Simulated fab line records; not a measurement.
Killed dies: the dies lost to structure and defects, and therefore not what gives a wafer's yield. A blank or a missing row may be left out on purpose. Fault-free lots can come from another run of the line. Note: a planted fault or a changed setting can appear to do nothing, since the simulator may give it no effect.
Matching of chambers ; flow nand-harc ; ald-hk-03 running NHARC_A_STAIRCASE_ALD_420: 4 sister chambers
The step deposits SiO2, target thk 20 nm, pulse time 6 s, ald cycles 200. 8 wafers are shown with their chamber, then 10 later ones without.

WAFERS, EACH WITH ITS CHAMBER
wafer;chamber;heater-power-w (W);precursor-pulse-height-rel
L080.5;3;506;1.013
L082.6;1;416;0.971
L085.1;1;435;1.024
L085.3;2;421;1.018
L089.3;2;424;0.994
L089.5;0;396;1.028
L090.1;0;391;1.011
L090.3;3;500;1.037

WAFERS MISSING THEIR CHAMBER
wafer;heater-power-w (W);precursor-pulse-height-rel
L090.4;423;0.951
L092.1;429;1.022
L092.4;481;1.007
L092.5;389;0.984
L094.1;484;0.979
L094.2;438;0.975
L094.3;408;1.021
L094.4;400;1.004
L094.5;435;0.988
L094.6;389;0.987

WHICH CHAMBER EACH WENT THROUGH
wafer;from the rows above;in truth
L090.4;can't be placed: 1 or 2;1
L092.1;can't be placed: 2 or 1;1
L092.4;3;3
L092.5;0;0
L094.1;3;3
L094.2;can't be placed: 1 or 2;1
L094.3;can't be placed: 0 or 2 or 1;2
L094.4;can't be placed: 0 or 2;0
L094.5;can't be placed: 1 or 2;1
L094.6;0;0
4 of 10 placed correctly. Unplaceable from these rows: 6, with the true chamber sitting among the candidates in 6. 0 placed wrongly.
How it was worked out, from the rows above alone: a wafer's distance from a chamber is the root of the sum, over the readings, of the square of ((its reading less the chamber's mean) divided by the reading's scatter). The wafer belongs to the nearest chamber; if the next one is less than 2 further off, it can't be placed. A chamber's mean is the mean of its shown wafers. The scatter: the root of (the sum of the squares of (reading less its chamber's mean) over the shown wafers, divided by (wafers less chambers)).
